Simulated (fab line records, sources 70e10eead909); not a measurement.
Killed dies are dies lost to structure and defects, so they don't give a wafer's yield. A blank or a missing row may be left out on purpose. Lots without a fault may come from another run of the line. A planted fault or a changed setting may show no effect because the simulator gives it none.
Which tool did it? | flow nand_harc | 11 lots, 33 wafers sampled, at 4 steps of a route of 1302

WHAT THE GAUGES READ, wafer by wafer
NHARC_A_DECK1_JOINT_THK_MEAS_17: measures by ellipsometry.
lot  | measured     | on            | thk_nm (nm)
L282 | day 12 18:03 | film_metro-02 | 44.4 44.3 46.8
L284 | day 13 04:29 | film_metro-02 | 45.6 44.2 44.8
L286 | day 13 19:35 | film_metro-01 | 42.7 42.1 45.4
L288 | day 14 16:40 | film_metro-01 | 43.8 45.5 45.8
L291 | day 15 18:44 | film_metro-01 | 45.6 67.0 43.6
L299 | day 19 02:11 | film_metro-01 | 44.7 47.4 46.0
L301 | day 20 08:55 | film_metro-02 | 43.8 44.0 44.7
L300 | day 20 08:54 | film_metro-01 | 44.8 43.2 45.7
L302 | day 21 00:02 | film_metro-01 | 44.9 44.3 46.1
L304 | day 21 19:29 | film_metro-01 | 44.9 43.0 46.6
L305 | day 22 12:56 | film_metro-02 | 43.0 44.6 42.8

WHICH TOOL RAN EACH LOT (tool, then ch and the chambers of the sampled wafers, then the start)
lot  | NHARC_A_CHANNEL_HOLE_D1_ETCH_44    | NHARC_A_CHANNEL_FILL_D1_ALD_15                 | NHARC_A_DECK1_JOINT_DEP_16
L282 | rie_diel-09 ch 0,1,2, day 8 23:55  | ald_sin_batch-02 ch 0, day 11 13:43 or earlier | pecvd-01 ch 0,1, day 12 17:48
L284 | rie_diel-09 ch 0,1,3, day 9 17:36  | ald_sin_batch-02 ch 0, day 12 06:02 or earlier | pecvd-03 ch 0,2, day 13 04:13
L286 | rie_diel-09 ch 1,2,3, day 10 08:54 | ald_sin_batch-01 ch 0, day 12 20:50 or earlier | pecvd-01 ch 0,1,2, day 13 19:19
L288 | rie_diel-09 ch 0,1, day 11 04:24   | ald_sin_batch-02 ch 0, day 13 16:57 or earlier | pecvd-03 ch 0,1,2, day 14 16:26
L291 | rie_diel-09 ch 1,2, day 12 07:56   | ald_sin_batch-01 ch 0, day 14 21:05 or earlier | pecvd-03 ch 0,1, day 15 18:29
L299 | rie_diel-09 ch 1,3, day 15 11:32   | ald_sin_batch-02 ch 0, day 17 23:35 or earlier | pecvd-04 ch 1,2, day 19 01:54
L301 | rie_diel-09 ch 0,1, day 16 18:23   | ald_sin_batch-01 ch 0, day 19 11:50 or earlier | pecvd-01 ch 0,1,2, day 20 08:43
L300 | rie_diel-06 ch 0,3, day 16 19:19   | ald_sin_batch-01 ch 0, day 19 11:49 or earlier | pecvd-03 ch 0,1,2, day 20 08:43
L302 | rie_diel-09 ch 1,2,3, day 17 08:44 | ald_sin_batch-01 ch 0, day 19 23:39 or earlier | pecvd-03 ch 0,1, day 20 23:45
L304 | rie_diel-09 ch 0,1,3, day 18 02:14 | ald_sin_batch-01 ch 0, day 20 17:22 or earlier | pecvd-03 ch 1,2, day 21 19:11
L305 | rie_diel-09 ch 0,1,3, day 18 11:37 | ald_sin_batch-03 ch 0, day 21 03:23 or earlier | pecvd-04 ch 0,1,2, day 22 12:40
- NHARC_A_CHANNEL_HOLE_D1_ETCH_44: etches the open film in CF4/O2, target depth 140 nm, overetch 14 nm, time 77 s.
- NHARC_A_CHANNEL_FILL_D1_ALD_15: deposits SiNx, target thk 2 nm, pulse time 60 s, ald cycles 19.
- NHARC_A_DECK1_JOINT_DEP_16: deposits SiO2, target thk 45 nm.

THE ANSWER, worked out from the rows above alone
Rule: what is usual is taken from the lots themselves. Put in order of their means at a reading, lots are off if they are a third of the lots or fewer, leave a main group of 4 or more, and stand apart from it by a gap of 3 or more times the standard deviation of the main group's means; of several such gaps the widest counts. A main group whose means are all the same, to the digits that the tables above print for the reading, isn't used. A lot without any number at a reading at which 4 lots or more have one is off too. The other lots that the step has rows for count as sound.
Off: L291, at NHARC_A_DECK1_JOINT_THK_MEAS_17 (thk_nm). The main group: mean 44.7 nm, standard deviation 0.76.
A tool fits if, at a process step before that reading, it ran every lot that is off, and no sound lot after the first of them. The gauges at NHARC_A_DECK1_JOINT_THK_MEAS_17 are tried like those tools. NHARC_A_CHANNEL_FILL_D1_ALD_15 gives no start for some lots, so the hours and the order of its lots are those of NHARC_A_DECK1_JOINT_THK_MEAS_14. None of those tried fits.

WHAT THE SIMULATOR HAD PUT IN
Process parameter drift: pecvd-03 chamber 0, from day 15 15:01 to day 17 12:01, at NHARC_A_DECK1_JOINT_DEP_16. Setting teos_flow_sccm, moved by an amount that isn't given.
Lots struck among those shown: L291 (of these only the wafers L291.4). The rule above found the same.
